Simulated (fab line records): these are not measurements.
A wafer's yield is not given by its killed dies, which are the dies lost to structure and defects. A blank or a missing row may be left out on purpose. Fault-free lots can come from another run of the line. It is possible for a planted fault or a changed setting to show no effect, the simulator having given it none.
The tool behind it: which one? / flow n5_finfet / 10 lots with 28 wafers sampled at 6 steps, on a route of 1938 steps

## WHAT EACH GAUGE READ, for each wafer
N5_BEOL_M3_THK_MEAS_01. Usual: for M3_ILD_THK the level is 79.2 nm and the standard deviation is 0.94.
lot=L932; measured=day 7 15:56; on=film_metro-02; M3_ILD_THK (nm)=78.0 77.4 77.7; flag=
lot=L936; measured=day 8 04:49; on=film_metro-01; M3_ILD_THK (nm)=78.9 80.4 79.1; flag=
lot=L940; measured=day 9 10:33; on=film_metro-02; M3_ILD_THK (nm)=77.8 80.2 79.5; flag=
lot=L942; measured=day 10 10:43; on=film_metro-01; M3_ILD_THK (nm)=78.0 79.6 80.3; flag=
lot=L943; measured=day 10 14:19; on=film_metro-01; M3_ILD_THK (nm)=79.1 78.7 79.7; flag=
lot=L944; measured=day 10 15:35; on=film_metro-02; M3_ILD_THK (nm)=79.4 81.3 79.9; flag=
lot=L945; measured=day 10 20:36; on=film_metro-01; M3_ILD_THK (nm)=79.1 79.9 118.4; flag=OFF
lot=L950; measured=day 11 17:12; on=film_metro-01; M3_ILD_THK (nm)=117.4 78.6; flag=OFF
lot=L952; measured=day 12 02:56; on=film_metro-02; M3_ILD_THK (nm)=117.4 80.7; flag=OFF
lot=L955; measured=day 13 16:02; on=film_metro-02; M3_ILD_THK (nm)=79.7 80.2 79.4; flag=

N5_BEOL_M4_RC_MEAS_101. Usual: DIBL_N 36.3 mV/V, standard deviation 1.6; DIBL_P 36.5 mV/V, standard deviation 1.6; IOFF_N 0.163 nA/um, standard deviation 0.026; IOFF_P 0.22 nA/um, standard deviation 0.033; ION_N 676 uA/um, standard deviation 9.9; ION_P 464 uA/um, standard deviation 6.5; SS_N 71.5 mV/dec, standard deviation 0.5; SS_P 73.3 mV/dec, standard deviation 0.64; VT_N 249.3 mV, standard deviation 2.9; VT_P -250 mV, standard deviation 3.2.
lot=L932; measured=day 8 10:20; on=prober-02; DIBL_N (mV/V)=32.9 35.1 33.6; DIBL_P (mV/V)=32.6 35.7 34.0; IOFF_N (nA/um)=0.114 0.150 0.129; IOFF_P (nA/um)=0.14 0.19 0.16; ION_N (uA/um)=671 669 661; ION_P (uA/um)=458 462 452; SS_N (mV/dec)=70.9 71.1 71.8; SS_P (mV/dec)=72.6 74.1 72.5; VT_N (mV)=255.4 249.7 252.2; VT_P (mV)=-259 -252 -254; flag=
lot=L936; measured=day 9 14:32; on=prober-01; DIBL_N (mV/V)=36.8 37.4 37.0; DIBL_P (mV/V)=37.1 37.5 37.0; IOFF_N (nA/um)=0.165 0.176 0.153; IOFF_P (nA/um)=0.22 0.24 0.22; ION_N (uA/um)=687 699 674; ION_P (uA/um)=468 479 462; SS_N (mV/dec)=71.1 71.5 71.9; SS_P (mV/dec)=72.8 73.6 73.2; VT_N (mV)=247.6 247.3 249.2; VT_P (mV)=-248 -248 -251; flag=
lot=L940; measured=day 10 19:06; on=prober-01; DIBL_N (mV/V)=34.5 34.2 33.9; DIBL_P (mV/V)=35.3 35.9 34.6; IOFF_N (nA/um)=0.135 0.142 0.129; IOFF_P (nA/um)=0.17 0.18 0.17; ION_N (uA/um)=670 682 674; ION_P (uA/um)=452 464 461; SS_N (mV/dec)=71.3 71.1 71.5; SS_P (mV/dec)=72.5 72.5 72.6; VT_N (mV)=252.4 249.9 249.3; VT_P (mV)=-254 -250 -252; flag=
lot=L942; measured=day 11 14:23; on=prober-02; DIBL_N (mV/V)=35.7 36.0 35.3; DIBL_P (mV/V)=36.2 36.5 35.6; IOFF_N (nA/um)=0.166 0.165 0.152; IOFF_P (nA/um)=0.22 0.22 0.21; ION_N (uA/um)=674 677 667; ION_P (uA/um)=464 463 458; SS_N (mV/dec)=71.5 70.5 71.2; SS_P (mV/dec)=73.8 73.2 73.4; VT_N (mV)=249.9 250.0 250.9; VT_P (mV)=-248 -248 -249; flag=
lot=L943; measured=day 11 17:46; on=prober-01; DIBL_N (mV/V)=35.7 33.8 35.4; DIBL_P (mV/V)=35.7 33.9 36.0; IOFF_N (nA/um)=0.159 0.133 0.158; IOFF_P (nA/um)=0.22 0.20 0.23; ION_N (uA/um)=679 664 672; ION_P (uA/um)=465 467 460; SS_N (mV/dec)=71.2 70.5 71.8; SS_P (mV/dec)=73.0 72.6 73.0; VT_N (mV)=248.4 249.7 250.1; VT_P (mV)=-249 -249 -248; flag=
lot=L944; measured=day 11 20:50; on=prober-01; DIBL_N (mV/V)=37.5 34.1 36.3; DIBL_P (mV/V)=35.6 32.7 35.0; IOFF_N (nA/um)=0.161 0.115 0.142; IOFF_P (nA/um)=0.20 0.16 0.19; ION_N (uA/um)=663 668 655; ION_P (uA/um)=456 463 449; SS_N (mV/dec)=71.9 70.8 71.8; SS_P (mV/dec)=73.3 72.8 72.9; VT_N (mV)=252.3 254.0 250.3; VT_P (mV)=-250 -252 -253; flag=
lot=L945; measured=day 11 22:40; on=prober-02; DIBL_N (mV/V)=34.6 34.3; DIBL_P (mV/V)=35.7 35.6; IOFF_N (nA/um)=0.129 0.123; IOFF_P (nA/um)=0.19 0.19; ION_N (uA/um)=658 671; ION_P (uA/um)=457 467; SS_N (mV/dec)=71.6 71.3; SS_P (mV/dec)=72.6 72.8; VT_N (mV)=253.8 253.7; VT_P (mV)=-253 -250; flag=
lot=L950; measured=day 12 18:46; on=prober-01; DIBL_N (mV/V)=35.4; DIBL_P (mV/V)=34.7; IOFF_N (nA/um)=0.140; IOFF_P (nA/um)=0.20; ION_N (uA/um)=668; ION_P (uA/um)=462; SS_N (mV/dec)=71.3; SS_P (mV/dec)=72.8; VT_N (mV)=248.2; VT_P (mV)=-251; flag=
lot=L952; measured=day 13 16:39; on=prober-01; DIBL_N (mV/V)=35.0; DIBL_P (mV/V)=37.9; IOFF_N (nA/um)=0.145; IOFF_P (nA/um)=0.21; ION_N (uA/um)=680; ION_P (uA/um)=470; SS_N (mV/dec)=70.8; SS_P (mV/dec)=72.1; VT_N (mV)=248.1; VT_P (mV)=-250; flag=
lot=L955; measured=day 14 08:29; on=prober-01; DIBL_N (mV/V)=36.3 36.5 38.5; DIBL_P (mV/V)=35.8 35.5 39.0; IOFF_N (nA/um)=0.173 0.165 0.217; IOFF_P (nA/um)=0.24 0.23 0.30; ION_N (uA/um)=681 671 696; ION_P (uA/um)=463 462 473; SS_N (mV/dec)=71.5 72.0 72.0; SS_P (mV/dec)=73.2 74.0 74.1; VT_N (mV)=246.1 247.7 243.8; VT_P (mV)=-246 -246 -245; flag=

## EACH LOT AND THE TOOL THAT RAN IT (in order: tool; ch and the chambers of the sampled wafers; start)
lot=L932; N5_BEOL_M2_SPUTTER_92=pvd_sputter-01, day 7 14:18; N5_BEOL_M2_SPUTTER_94=pvd_sputter-01, day 7 14:31; N5_BEOL_M2_SPUTTER_96=pvd_sputter-01, day 7 14:44; N5_BEOL_M3_ILD_DEP_00=pecvd-03 ch 0,1,2, day 7 15:53
lot=L936; N5_BEOL_M2_SPUTTER_92=pvd_sputter-03, day 8 03:12; N5_BEOL_M2_SPUTTER_94=pvd_sputter-03, day 8 03:25; N5_BEOL_M2_SPUTTER_96=pvd_sputter-03, day 8 03:38; N5_BEOL_M3_ILD_DEP_00=pecvd-04 ch 0,1, day 8 04:45
lot=L940; N5_BEOL_M2_SPUTTER_92=pvd_sputter-02, day 9 08:30; N5_BEOL_M2_SPUTTER_94=pvd_sputter-02, day 9 08:43; N5_BEOL_M2_SPUTTER_96=pvd_sputter-02, day 9 08:56; N5_BEOL_M3_ILD_DEP_00=pecvd-03 ch 0,1, day 9 10:28
lot=L942; N5_BEOL_M2_SPUTTER_92=pvd_sputter-01, day 10 09:03; N5_BEOL_M2_SPUTTER_94=pvd_sputter-01, day 10 09:16; N5_BEOL_M2_SPUTTER_96=pvd_sputter-01, day 10 09:29; N5_BEOL_M3_ILD_DEP_00=pecvd-03 ch 0,1, day 10 10:38
lot=L943; N5_BEOL_M2_SPUTTER_92=pvd_sputter-01, day 10 12:05; N5_BEOL_M2_SPUTTER_94=pvd_sputter-01, day 10 12:19; N5_BEOL_M2_SPUTTER_96=pvd_sputter-01, day 10 12:32; N5_BEOL_M3_ILD_DEP_00=pecvd-03 ch 0,1, day 10 14:14
lot=L944; N5_BEOL_M2_SPUTTER_92=pvd_sputter-02, day 10 13:48; N5_BEOL_M2_SPUTTER_94=pvd_sputter-02, day 10 14:01; N5_BEOL_M2_SPUTTER_96=pvd_sputter-02, day 10 14:14; N5_BEOL_M3_ILD_DEP_00=pecvd-03 ch 0,1, day 10 15:31
lot=L945; N5_BEOL_M2_SPUTTER_92=pvd_sputter-01, day 10 18:59; N5_BEOL_M2_SPUTTER_94=pvd_sputter-01, day 10 19:12; N5_BEOL_M2_SPUTTER_96=pvd_sputter-01, day 10 19:25; N5_BEOL_M3_ILD_DEP_00=pecvd-03 ch 0,1, day 10 20:32
lot=L950; N5_BEOL_M2_SPUTTER_92=pvd_sputter-03, day 11 15:34; N5_BEOL_M2_SPUTTER_94=pvd_sputter-03, day 11 15:47; N5_BEOL_M2_SPUTTER_96=pvd_sputter-03, day 11 16:00; N5_BEOL_M3_ILD_DEP_00=pecvd-03 ch 0,1, day 11 17:08
lot=L952; N5_BEOL_M2_SPUTTER_92=pvd_sputter-03, day 12 01:19; N5_BEOL_M2_SPUTTER_94=pvd_sputter-03, day 12 01:32; N5_BEOL_M2_SPUTTER_96=pvd_sputter-03, day 12 01:46; N5_BEOL_M3_ILD_DEP_00=pecvd-03 ch 1,2, day 12 02:52
lot=L955; N5_BEOL_M2_SPUTTER_92=pvd_sputter-02, day 13 13:49; N5_BEOL_M2_SPUTTER_94=pvd_sputter-02, day 13 14:02; N5_BEOL_M2_SPUTTER_96=pvd_sputter-02, day 13 14:16; N5_BEOL_M3_ILD_DEP_00=pecvd-04 ch 1,2, day 13 15:58
- N5_BEOL_M2_SPUTTER_92: material Cu, target thk 4.5 nm, time 8.29 s.
- N5_BEOL_M2_SPUTTER_94: material Cu, target thk 4.5 nm, time 8.29 s.
- N5_BEOL_M2_SPUTTER_96: material Cu, target thk 4.5 nm, time 8.29 s.
- N5_BEOL_M3_ILD_DEP_00: deposits SiOC from DEMS/O2, target thk 79 nm, time 15.3 s.

## AS READ BY THE TOOLS THEMSELVES (means over the sampled wafers that have a number; for cases with no such wafer, the mark the record gives instead)
N5_BEOL_M2_SPUTTER_92. Usual: chamber_pressure_pa 0.06999 Pa, standard deviation 0.00016; chuck_gas_flow_sccm 1.27 sccm, standard deviation 0.049; throttle_valve_pct 30.1 %, standard deviation 1.1.
lot=L932; tool=pvd_sputter-01; chamber_pressure_pa (Pa)=0.06997; chuck_gas_flow_sccm (sccm)=1.26; throttle_valve_pct (%)=29.8; flag=
lot=L936; tool=pvd_sputter-03; chamber_pressure_pa (Pa)=0.07013; chuck_gas_flow_sccm (sccm)=1.19; throttle_valve_pct (%)=30.1; flag=
lot=L940; tool=pvd_sputter-02; chamber_pressure_pa (Pa)=0.07001; chuck_gas_flow_sccm (sccm)=1.26; throttle_valve_pct (%)=30.8; flag=
lot=L942; tool=pvd_sputter-01; chamber_pressure_pa (Pa)=0.06998; chuck_gas_flow_sccm (sccm)=1.35; throttle_valve_pct (%)=31.2; flag=
lot=L943; tool=pvd_sputter-01; chamber_pressure_pa (Pa)=0.07000; chuck_gas_flow_sccm (sccm)=1.31; throttle_valve_pct (%)=30.4; flag=
lot=L944; tool=pvd_sputter-02; chamber_pressure_pa (Pa)=0.06989; chuck_gas_flow_sccm (sccm)=1.22; throttle_valve_pct (%)=29.1; flag=
lot=L945; tool=pvd_sputter-01; chamber_pressure_pa (Pa)=0.07002; chuck_gas_flow_sccm (sccm)=1.27; throttle_valve_pct (%)=29.7; flag=
lot=L950; tool=pvd_sputter-03; chamber_pressure_pa (Pa)=0.06948; chuck_gas_flow_sccm (sccm)=1.23; throttle_valve_pct (%)=29.9; flag=OFF
lot=L952; tool=pvd_sputter-03; chamber_pressure_pa (Pa)=0.06993; chuck_gas_flow_sccm (sccm)=1.27; throttle_valve_pct (%)=30.7; flag=
lot=L955; tool=pvd_sputter-02; chamber_pressure_pa (Pa)=0.06994; chuck_gas_flow_sccm (sccm)=1.27; throttle_valve_pct (%)=29.3; flag=

N5_BEOL_M2_SPUTTER_94. Usual: chamber_pressure_pa 0.07 Pa, standard deviation 0.00014; chuck_gas_flow_sccm 1.27 sccm, standard deviation 0.057; throttle_valve_pct 30.1 %, standard deviation 1.1.
lot=L932; tool=pvd_sputter-01; chamber_pressure_pa (Pa)=0.07; chuck_gas_flow_sccm (sccm)=1.22; throttle_valve_pct (%)=29.7; flag=
lot=L936; tool=pvd_sputter-03; chamber_pressure_pa (Pa)=0.07; chuck_gas_flow_sccm (sccm)=1.27; throttle_valve_pct (%)=30.2; flag=
lot=L940; tool=pvd_sputter-02; chamber_pressure_pa (Pa)=0.07; chuck_gas_flow_sccm (sccm)=1.24; throttle_valve_pct (%)=30.9; flag=
lot=L942; tool=pvd_sputter-01; chamber_pressure_pa (Pa)=0.07; chuck_gas_flow_sccm (sccm)=1.26; throttle_valve_pct (%)=31.1; flag=
lot=L943; tool=pvd_sputter-01; chamber_pressure_pa (Pa)=0.07; chuck_gas_flow_sccm (sccm)=1.36; throttle_valve_pct (%)=30.5; flag=
lot=L944; tool=pvd_sputter-02; chamber_pressure_pa (Pa)=0.07; chuck_gas_flow_sccm (sccm)=1.21; throttle_valve_pct (%)=29.2; flag=
lot=L945; tool=pvd_sputter-01; chamber_pressure_pa (Pa)=0.07; chuck_gas_flow_sccm (sccm)=1.32; throttle_valve_pct (%)=29.8; flag=
lot=L950; tool=pvd_sputter-03; chamber_pressure_pa (Pa)=0.07; chuck_gas_flow_sccm (sccm)=1.25; throttle_valve_pct (%)=29.9; flag=
lot=L952; tool=pvd_sputter-03; chamber_pressure_pa (Pa)=0.07; chuck_gas_flow_sccm (sccm)=1.31; throttle_valve_pct (%)=30.8; flag=
lot=L955; tool=pvd_sputter-02; chamber_pressure_pa (Pa)=0.07; chuck_gas_flow_sccm (sccm)=1.25; throttle_valve_pct (%)=29.1; flag=

N5_BEOL_M2_SPUTTER_96. Usual: chamber_pressure_pa 0.07001 Pa, standard deviation 0.00015; chuck_gas_flow_sccm 1.27 sccm, standard deviation 0.052; throttle_valve_pct 30.1 %, standard deviation 1.1.
lot=L932; tool=pvd_sputter-01; chamber_pressure_pa (Pa)=0.07004; chuck_gas_flow_sccm (sccm)=1.31; throttle_valve_pct (%)=29.9; flag=
lot=L936; tool=pvd_sputter-03; chamber_pressure_pa (Pa)=0.07000; chuck_gas_flow_sccm (sccm)=1.31; throttle_valve_pct (%)=30.1; flag=
lot=L940; tool=pvd_sputter-02; chamber_pressure_pa (Pa)=0.06998; chuck_gas_flow_sccm (sccm)=1.23; throttle_valve_pct (%)=31.0; flag=
lot=L942; tool=pvd_sputter-01; chamber_pressure_pa (Pa)=0.06999; chuck_gas_flow_sccm (sccm)=1.30; throttle_valve_pct (%)=31.2; flag=
lot=L943; tool=pvd_sputter-01; chamber_pressure_pa (Pa)=0.07003; chuck_gas_flow_sccm (sccm)=1.32; throttle_valve_pct (%)=30.5; flag=
lot=L944; tool=pvd_sputter-02; chamber_pressure_pa (Pa)=0.06997; chuck_gas_flow_sccm (sccm)=1.29; throttle_valve_pct (%)=29.0; flag=
lot=L945; tool=pvd_sputter-01; chamber_pressure_pa (Pa)=0.07002; chuck_gas_flow_sccm (sccm)=1.36; throttle_valve_pct (%)=29.8; flag=
lot=L950; tool=pvd_sputter-03; chamber_pressure_pa (Pa)=0.06978; chuck_gas_flow_sccm (sccm)=1.29; throttle_valve_pct (%)=29.9; flag=
lot=L952; tool=pvd_sputter-03; chamber_pressure_pa (Pa)=0.06995; chuck_gas_flow_sccm (sccm)=1.18; throttle_valve_pct (%)=30.6; flag=
lot=L955; tool=pvd_sputter-02; chamber_pressure_pa (Pa)=0.06987; chuck_gas_flow_sccm (sccm)=1.27; throttle_valve_pct (%)=29.1; flag=

N5_BEOL_M3_ILD_DEP_00. Usual: heater_power_w 499 W, standard deviation 58; showerhead_plenum_p_Torr 5.696 Torr, standard deviation 0.012; throttle_valve_pct 12.1 %, standard deviation 0.84.
lot=L932; tool=pecvd-03; heater_power_w (W)=511; showerhead_plenum_p_Torr (Torr)=5.701; throttle_valve_pct (%)=12.1; flag=
lot=L936; tool=pecvd-04; heater_power_w (W)=482; showerhead_plenum_p_Torr (Torr)=5.692; throttle_valve_pct (%)=12.8; flag=
lot=L940; tool=pecvd-03; heater_power_w (W)=562; showerhead_plenum_p_Torr (Torr)=5.706; throttle_valve_pct (%)=12.1; flag=
lot=L942; tool=pecvd-03; heater_power_w (W)=568; showerhead_plenum_p_Torr (Torr)=5.707; throttle_valve_pct (%)=12.4; flag=
lot=L943; tool=pecvd-03; heater_power_w (W)=548; showerhead_plenum_p_Torr (Torr)=5.705; throttle_valve_pct (%)=12.1; flag=
lot=L944; tool=pecvd-03; heater_power_w (W)=505; showerhead_plenum_p_Torr (Torr)=5.709; throttle_valve_pct (%)=12.1; flag=
lot=L945; tool=pecvd-03; heater_power_w (W)=534; showerhead_plenum_p_Torr (Torr)=5.711; throttle_valve_pct (%)=11.9; flag=
lot=L950; tool=pecvd-03; heater_power_w (W)=506; showerhead_plenum_p_Torr (Torr)=5.713; throttle_valve_pct (%)=12.3; flag=
lot=L952; tool=pecvd-03; heater_power_w (W)=529; showerhead_plenum_p_Torr (Torr)=5.712; throttle_valve_pct (%)=12.1; flag=
lot=L955; tool=pecvd-04; heater_power_w (W)=477; showerhead_plenum_p_Torr (Torr)=5.693; throttle_valve_pct (%)=11.5; flag=

## THE ANSWER, worked out from the rows above alone
Rule: take the mean of a lot's wafers that have a number; if it is more than 3 standard deviations from the usual mean, the lot is off. A lot without any number at a reading at which 4 lots or more have one is off too. All remaining lots with rows at the step are treated as sound. After the gauges, taken in route order, come the tools' own readings; for these a lot's mean is taken, as printed above. The first step at which some lot is off is used, and at that step the reading that is off furthest; a lot without a number counts as furthest.
Off: at N5_BEOL_M3_THK_MEAS_01 (M3_ILD_THK), L945, L950, L952.
A tool fits if, at a process step before that reading, it ran every lot that is off, and no sound lot after the first of them. The gauges at N5_BEOL_M3_THK_MEAS_01 are tried like those tools. One candidate fits, namely pecvd-03 at N5_BEOL_M3_ILD_DEP_00. A fault onset in the window from L944 (day 10 15:31, its last sound lot) to L945 (day 10 20:32, its first lot off) fits.

## WHAT HAD BEEN PUT IN BY THE SIMULATOR
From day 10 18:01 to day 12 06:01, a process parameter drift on pecvd-03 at N5_BEOL_M3_ILD_DEP_00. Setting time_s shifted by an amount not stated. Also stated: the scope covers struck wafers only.
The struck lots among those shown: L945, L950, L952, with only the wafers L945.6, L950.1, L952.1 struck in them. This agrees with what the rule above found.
